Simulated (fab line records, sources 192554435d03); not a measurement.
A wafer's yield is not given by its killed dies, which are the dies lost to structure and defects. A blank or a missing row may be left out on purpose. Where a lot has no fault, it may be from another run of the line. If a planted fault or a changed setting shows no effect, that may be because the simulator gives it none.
Matching of chambers + flow n5_finfet + ald_metal-03 running N5_BEOL_M1_ALD_84: 4 sister chambers
The step deposits TaN, pulse time 2 s, purge time 3 s, co reactant purge time 2 s. 4 wafers are shown with their chamber, then 8 later ones without.

== WAFERS PAIRED WITH THEIR CHAMBERS ==
| wafer  | chamber | heater_power_w (W) |
|--------|---------|--------------------|
| L085.3 | 3       | 403                |
| L090.3 | 2       | 328                |
| L090.4 | 0       | 367                |
| L093.1 | 1       | 395                |

== WAFERS WITHOUT THEIR CHAMBER ==
| wafer  | heater_power_w (W) |
|--------|--------------------|
| L093.3 | 368                |
| L093.5 | 392                |
| L094.1 | 370                |
| L094.4 | 322                |
| L094.5 | 316                |
| L097.3 | 371                |
| L097.5 | 388                |
| L097.6 | 368                |

== WHICH CHAMBER EACH ONE RAN IN ==
| wafer  | from the rows above     | in truth |
|--------|-------------------------|----------|
| L093.3 | 0                       | 0        |
| L093.5 | can't be placed: 1 or 3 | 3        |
| L094.1 | 0                       | 0        |
| L094.4 | 2                       | 2        |
| L094.5 | 2                       | 2        |
| L097.3 | 0                       | 0        |
| L097.5 | can't be placed: 1 or 3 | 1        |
| L097.6 | 0                       | 0        |
Placed correctly: 6 of 8. Cannot be placed on the basis of these rows: 2; the candidates contain the true chamber in 2. Placed wrongly: 0.
How it was worked out, from the rows above alone: a wafer's distance from a chamber is the root of the sum, over the readings, of the square of ((its reading less the chamber's mean) divided by the reading's scatter). If the next closest chamber is less than 2 further off than the closest, the wafer can't be placed; otherwise it belongs to the closest. Each chamber's mean is taken over the wafers shown for it. The scatter: with one shown wafer a chamber, the root of the mean of the squares of how far each hidden wafer lies from its nearest shown one.
